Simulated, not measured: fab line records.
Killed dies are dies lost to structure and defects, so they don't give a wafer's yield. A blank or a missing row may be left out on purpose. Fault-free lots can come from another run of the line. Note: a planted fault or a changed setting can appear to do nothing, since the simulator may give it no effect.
fab line records | flow n5-finfet
record lots=4 wafers=12 last-day=15
route steps=1938 shown MIM_BOT_LITHO@1861 MIM_BOT_ETCH@1866 PASS1_CAP@1873 TV_LITHO@1875 PASSIVATION@1936
lots with no fault: from the same line, run without faults
start-h: hours from the record's opening day to when the first of the lot's shown wafers began | wait-h: hours from the lot's prior step to this one | " identical to the entry in the row above | L1.1+2: one row covering several wafers at once | - either no value or no given start | * or withheld: withheld | < > ~ a bound
route shown NAME@n: a module of which the file shows steps, and the number in the route of the first | usual: mean/standard deviation taken from wafers without a fault | same: alike in all rows | chamber/n: place in a boat | sites: each site's reading | _std_site: their standard deviation | _edge_site: mean of outer sites minus mean of inner sites | radius-mm: how far each site lies from the wafer's centre | mask NAME#n: copy n | behind: the tool/chamber that last shaped the wafer | hold: reason for holding the lot/hours on hold/outcome of the hold | device: whichever transistor did not switch (one of n, p or np) | end of line: tests of these same wafers at the route's end | step lacking rows: just its recipe | killed: not the wafer's yield, but the dies lost to structure and defects at the first sort | map: the dies of a wafer, with x for killed, . for not killed, _ for no die there
set.NAME: setting as actually run; set.NAME@STEP: the setting as run at that earlier step | model.NAME: the simulator's own value behind a step, which no gauge read
lots at some steps of the route; a table a step, a row a wafer
services: when a tool's chamber went out of use (start-h, in hours from the record's first day, below 0 if earlier), for how many hours, and the reason
## steps
# step N5_MIM_BOT_LITHO_HARDBAKE_09
# recipe temp-c=130 time-s=120
# step N5_MIM_BOT_LITHO_DESCUM_10
# recipe chemistry=O2 time-s=7.9 source-power-w=50 bias-power-w=20 pressure-mtorr=20 rf-frequency-hz=2.712e+07 temp-c=40 o2-flow-sccm=225
# step N5_MIM_BOT_ETCH_ETCH_04
# recipe chemistry=CF4/O2 target=SiNx target-depth-a=260 time-s=13 ion-energy-ev=100 pressure-mtorr=40 source-w=535 bias-w=49 Ar_flow_sccm=100 cf4-flow-sccm=100 O2_flow_sccm=10
# step N5_MIM_BOT_ETCH_ETCH_03
# recipe chemistry=Cl2/BCl3 target-depth-a=120 pressure-mtorr=8 icp-w=800 bias-w=100 Cl2_flow_sccm=20 bcl3-flow-sccm=80
# step N5_MIM_BOT_ETCH_ETCH_00
# recipe chemistry=Cl2/BCl3 target=TiN target-depth-a=455 ion-energy-ev=150 pressure-mtorr=10 icp-w=1000 bias-w=126 Cl2_flow_sccm=53.25 bcl3-flow-sccm=21.75 Ar_flow_sccm=25
# step N5_MIM_BOT_ETCH_STRIP_01
# recipe chemistry=O2 power-w=600 temp-c=60 pressure-mtorr=30 rf-frequency-hz=6e+07 bias-power-w=0 overash-fraction=0.5 o2-flow-sccm=225
# step N5_MIM_BOT_ETCH_STRIP_02
# recipe chemistry=post-etch-residue-remover time-s=1200 temp-c=72.5
# step N5_MIM_BOT_ETCH_CLEAN_05
# recipe chemistry=IPA time-s=180 temp-c=25
# step N5_MIM_BOT_ETCH_SRD_06
# recipe dry=ipa-marangoni time-s=30 temp-c=23 rinse-liquid=diw
# step N5_PASSIVATION_PECVD_55
# recipe material=SiO2 target-thk-a=4000 temp-c=400 precursor=SiH4/N2O pressure-torr=2.7 rf-w=608 time-s=22.5
# usual heater-power-w=639/82 showerhead-plenum-p-Torr=8.19/0.087 susceptor-temp-C=400.01/0.2 throttle-valve-pct=53/3.7
# same time-s=22.5
# columns lot.wafer tool chamber start-h wait-h heater-power-w showerhead-plenum-p-Torr since-wet-clean-h susceptor-temp-C throttle-valve-pct
L910.2 pecvd-01 1 264.88 0.0 745 8.23 2056 400.00 61
L910.3 " 0 " " 606 8.09 1331 399.80 56
L910.5 " 1 " " 759 8.22 - 399.89 61
L916.2 pecvd-01 1 308.38 0.0 729 8.23 2100 400.27 61
L916.4 " 1 " " 732 8.22 - 400.01 61
L916.5 " 2 " " 610 8.28 - 399.75 52
L919.2 pecvd-01 2 323.97 0.0 705 8.25 630 399.99 52
L919.3 " 1 " " 633 8.24 - 400.00 61
L919.6 " 2 " " 725 8.28 - 400.23 52
L927.1 pecvd-02 0 361.82 0.0 738 8.10 1066 400.20 55
L927.2 " 1 " " 580 8.33 1791 400.21 51
L927.3 " 2 " " 603 8.11 312 399.66 48
# step N5_PASSIVATION_PECVD_01
# recipe material=SiNx target-thk-a=2000 temp-c=400 precursor=SiH4/NH3/N2 pressure-torr=4.9 rf-w=1406 time-s=43.2
# step N5_PASSIVATION_HMDS_03
# recipe time-s=60 temp-c=120
# step N5_PASSIVATION_COAT_04
# recipe spin-rpm=* resist-thk-nm=*
# step N5_PASSIVATION_EBR_06
# recipe solvent=PGMEA ebr-width-mm=1.5
# step N5_PASSIVATION_SOFTBAKE_05
# recipe temp-c=100 time-s=90
# step N5_PASSIVATION_EXPOSE_07
# recipe mask-id=TV na=0.55 source-shape=conventional sigma-outer=0.8 polarization=unpolarized defocus-nm=0 target-cd-nm=3000 dose-mj=22.75
# step N5_PASSIVATION_PEB_08
# recipe peb-temp-c=withheld peb-time-s=*
# step N5_PASSIVATION_DEVELOP_09
# recipe develop-time-s=60 rinse-liquid=diw dry=air-spin dev-temp-c=21
# step N5_PASSIVATION_HARDBAKE_11
# recipe temp-c=130 time-s=120
# step N5_PASSIVATION_INSPECT_61
# recipe mode=adi inspect-instrument=macro
# usual raw-defect-count=2.0/1.4
# columns lot.wafer tool chamber start-h wait-h raw-defect-count
L910.2 defect-inspect-01 - 265.48 0.0 1
L910.3 " - " " 4
L910.5 " - " " 3
L916.2 defect-inspect-02 - 308.90 0.0 >300
L916.4 " - " " >300
L916.5 " - " " >300
L919.2 defect-inspect-01 - 324.77 0.0 >300
L919.3 " - " " >300
L919.6 " - " " >300
L927.1 defect-inspect-01 - 362.37 0.0 1
L927.2 " - " " 3
L927.3 " - " " 5
# step N5_PASSIVATION_DESCUM_12
# recipe chemistry=O2 time-s=7.9 source-power-w=50 bias-power-w=20 pressure-mtorr=20 rf-frequency-hz=2.712e+07 temp-c=40 o2-flow-sccm=225
# step N5_PASSIVATION_PROBE_49
# usual defect-limited-yield=91.3/1.5 killed_at_M0_to_M3=34/9.4 killed_at_M4_up=13/5.3 killed-at-contacts=13/5.7 killed-at-front-end=40/10 killed-at-other=3.7/2.8 killed-dies=103/17 killed-on-rim=13/4.2 killed-open=67/13 killed-short=35/8.5 sort_bin_5_function=5.0/0.98 sort_bin_6_memory=3.3/0.7 sort-n-pass=1077/17 sort-yield-pct=91.3/1.5
# same gross-dies=1180 killed-at-back-side=0 sort_bin_4_leakage[%]=0 sort_bin_8_speed[%]=0
# columns lot.wafer tool chamber start-h wait-h defect-limited-yield[%] killed_at_M0_to_M3 killed_at_M4_up killed-at-contacts killed-at-front-end killed-at-other killed-dies killed-on-rim killed-open killed-short sort_bin_5_function[%] sort_bin_6_memory[%] sort-n-pass sort-yield-pct[%]
L910.2 prober-02 - 272.73 0.1 92.5 30 10 14 27 8 89 10 46 37 4.2 2.6 1091 92.5
L910.3 prober-02 - 272.78 0.1 93.1 30 5 13 32 1 81 8 43 38 3.4 3.0 1099 93.1
L910.5 prober-02 - 272.88 0.2 91.1 35 4 16 46 4 105 18 73 31 5.2 3.5 1075 91.1
L916.2 prober-01 - 316.09 0.1 78.1 29 17 16 53 143 258 25 65 47 14.0 3.5 922 78.1
L916.4 prober-01 - 316.19 0.2 81.5 19 12 14 30 143 218 13 46 30 11.1 4.2 962 81.5
L916.5 prober-01 - 316.24 0.2 82.2 19 22 21 40 108 210 31 67 35 11.4 4.2 970 82.2
L919.2 prober-02 - 331.69 0.1 80.9 31 28 4 40 122 225 31 70 46 11.3 4.3 955 80.9
L919.3 prober-02 - 331.74 0.1 78.7 37 17 9 43 145 251 21 75 30 12.9 4.6 929 78.7
L919.6 prober-02 - 331.89 0.3 82.1 42 10 9 34 116 211 30 74 27 10.8 3.8 969 82.1
# killed by level:class
L910.2 MOL_CONTACT_COAG:geometric-particle:open=11 BEOL_M0_SAQP:geometric-particle:short=10 BEOL_M0_SAQP:geometric-particle:open=8 GATE_CUT:geometric-particle:short=5 HKMG_FIN:area-etch=5 GATE_CUT:geometric-particle:open=4 BEOL_M0:geometric-particle:short=4 BEOL_M5:geometric-particle:open=4
L910.3 MOL_CONTACT_COAG:geometric-particle:open=9 STI_FIN_REVEAL:geometric-particle:open=7 BEOL_M1:geometric-particle:short=6 GATE_CUT:geometric-particle:open=5 GATE_CUT:geometric-particle:short=5 BEOL_M0_SAQP:geometric-particle:short=5 BEOL_M0:geometric-particle:short=5 BEOL_M3:geometric-particle:open=5
L910.5 MOL_CONTACT_COAG:geometric-particle:open=13 FIN_SAQP:geometric-particle:open=12 GATE_CUT:geometric-particle:open=10 GATE_CUT:geometric-particle:short=7 BEOL_M0_SAQP:geometric-particle:open=7 BEOL_M0_SAQP:geometric-particle:short=6 BEOL_M2:geometric-particle:open=6 BEOL_M3:geometric-particle:open=6
L916.2 PASS1_CAP:unspecified=142 FIN_SAQP:geometric-particle:short=18 MOL_CONTACT_COAG:geometric-particle:open=10 BEOL_M3:geometric-particle:open=10 FIN_SAQP:geometric-particle:open=6 MOL_CONTACT_COAG:geometric-particle:short=6 BEOL_M0_SAQP:geometric-particle:open=6 BEOL_M0_SAQP:geometric-particle:short=6
L916.4 PASS1_CAP:unspecified=140 MOL_CONTACT_COAG:geometric-particle:open=9 FIN_SAQP:geometric-particle:short=7 MOL_CONTACT_COAG:geometric-particle:short=5 BEOL_M0_SAQP:geometric-particle:short=5 BEOL_M2:geometric-particle:open=5 DUMMY_GATE:geometric-particle:open=4 BEOL_M0_SAQP:geometric-particle:open=4
L916.5 PASS1_CAP:unspecified=107 MOL_CONTACT_COAG:geometric-particle:open=16 FIN_SAQP:geometric-particle:short=12 BEOL_M4:geometric-particle:open=11 FIN_SAQP:geometric-particle:open=7 BEOL_M3:geometric-particle:open=6 ILD0:geometric-particle:open=6 MOL_CONTACT_COAG:geometric-particle:short=5
L919.2 PASS1_CAP:unspecified=108 BEOL_M4:geometric-particle:open=14 BEOL_M0_SAQP:geometric-particle:short=13 MIM_TOP_ETCH:geometric-particle:open=6 FIN_SAQP:geometric-particle:short=5 STI_FIN_REVEAL:geometric-particle:open=5 GATE_CUT:geometric-particle:short=5 BEOL_M6:geometric-particle:open=5
L919.3 PASS1_CAP:unspecified=142 BEOL_M0_SAQP:geometric-particle:open=17 FIN_SAQP:geometric-particle:open=11 MOL_CONTACT_COAG:geometric-particle:open=8 BEOL_M0_SAQP:geometric-particle:short=7 BEOL_M4:geometric-particle:open=7 FIN_SAQP:geometric-particle:short=6 DUMMY_GATE:geometric-particle:open=6
L919.6 PASS1_CAP:unspecified=110 BEOL_M2:geometric-particle:open=21 STI_FIN_REVEAL:geometric-particle:open=9 MOL_CONTACT_COAG:geometric-particle:open=8 BEOL_M0_SAQP:geometric-particle:open=7 BEOL_M3:geometric-particle:open=6 BEOL_M4:geometric-particle:open=6 BEOL_M0_SAQP:geometric-particle:short=5
# map L916.2 (x killed, . not)
_________________.........x.x________________
______________......x.x........x_____________
___________........................__________
__________.xx..x...x...x.x.........x_________
________......x...........xx..x.x..x.._______
_______.........x..x.........x.x..x....______
______x.............x.......x...xx.x...._____
_____..x......x............x.x.xxxxxxx.x.____
____..x....................x.x.xxxxxxx.xx.___
___.x......x............x..xxxxxxxxxxxxx.x.__
___................x.x......xxxxxxxxxxxxxx.__
__..........x..........xx..x.xxxxxxxxxxxxxxx_
__..........x..............xxxxxxxxxxxxx.xx._
_xx..x...........x.........xxxxxxxxxxxxxxxx..
_.....x...x...............x.xxxxxxxxxxxxx....
_x.................x..x...x..xxxxxxxxxxx....x
_...x.......x..............x.xxxxxxxxxxx.....
_.x............xxx.....x.xx....xxx.xxxx.....x
_.........x....x.x.............x.x..x........
_x.xx.........x....x....x...x..........x.....
_.x.x.................................x......
__..x...........x..........x................_
__.......................x...........x......_
___.......x....xx................x..x......__
___....................................xx..__
____.x..............x........x............___
_____.........x.............x.....x......____
______...x.............xx..x..x......x.._____
_______...........xx.................x.______
________....x.....xx.............xx..._______
__________.........................._________
___________..................x.....__________
______________......x....x.x...._____________
_________________........xxx.________________
# map L919.3 (x killed, . not)
_________________............________________
______________..x..............._____________
___________..xx.x..................__________
__________...........x.........x.x.._________
________..x.......x.........x....x...._______
_______x.......x.........x..x.x.x..x...______
______.x......x.............x.x..x.xxx.._____
_____.......x.........x......x.xxxxxxxx..____
____....x.x....x.....x.......xxxxxxxxxxx..___
___x.....x..................xxxxxxxxxxxxx..__
___.....x.................x.xxxxxxxxxxxx.x.__
__.x....................xxxxxxxxxxxxxxxxxx.._
__.....................xx..xxxxxxxxxxxxxx.x._
_...xx....................x.xxxxxxxxxxxxx.xx.
_..x.....................x.xxxxxxxxxxxxx.xx..
_..........xx.x.x......x....xxxxxxxxxx.x..x..
_.x....x....x.....x.......xx.xxxxxxx.xx..x...
_x....x.................x.....x.xxxxx..x...x.
_x...........x.....................xxx.......
_x.....x........x........x.....x.............
_...........xx..........x........x....x......
__..xx...x..x.........x...x.......x....x...._
__..........x..x.....x...x................x._
___...................x....................__
___....x....x............................x.__
____xx.........x........x..............x.x___
_____....................................____
______........x.x....x.......x.....x...x_____
_______............................x...______
________...........x..x.......x......._______
__________x......................x.._________
___________.......x................__________
______________............x....._____________
_________________.....x...x..________________
## services
# columns tool chamber start-h hours kind
pecvd-01 0 271.13 58.4 repair
pecvd-02 0 272.02 2.1 scheduled-down
pecvd-01 2 280.52 5.9 repair
## key
first-sign step=N5_PASSIVATION_INSPECT_61 reading=raw-defect-count direction=up sigmas=99+ usual=2.0 struck=>300
effect step=N5_PASSIVATION_PROBE_49 reading=killed-at-other direction=up sigmas=46 usual=3.7 struck=129.5
more-kills-born-at N5_PASSIVATION_PECVD_55@pecvd-01=749
met-at N5_PASSIVATION_PECVD_55
struck-wafers L916.2,L916.4,L916.5,L919.2,L919.3,L919.6
onset-between 264.88 308.38
fault kind=chamber-particle-source tool=pecvd-01 chamber=- onset-h=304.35 steps=N5_PASSIVATION_PECVD_55 rate-per-visit-cm2=1.4241 end-h=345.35
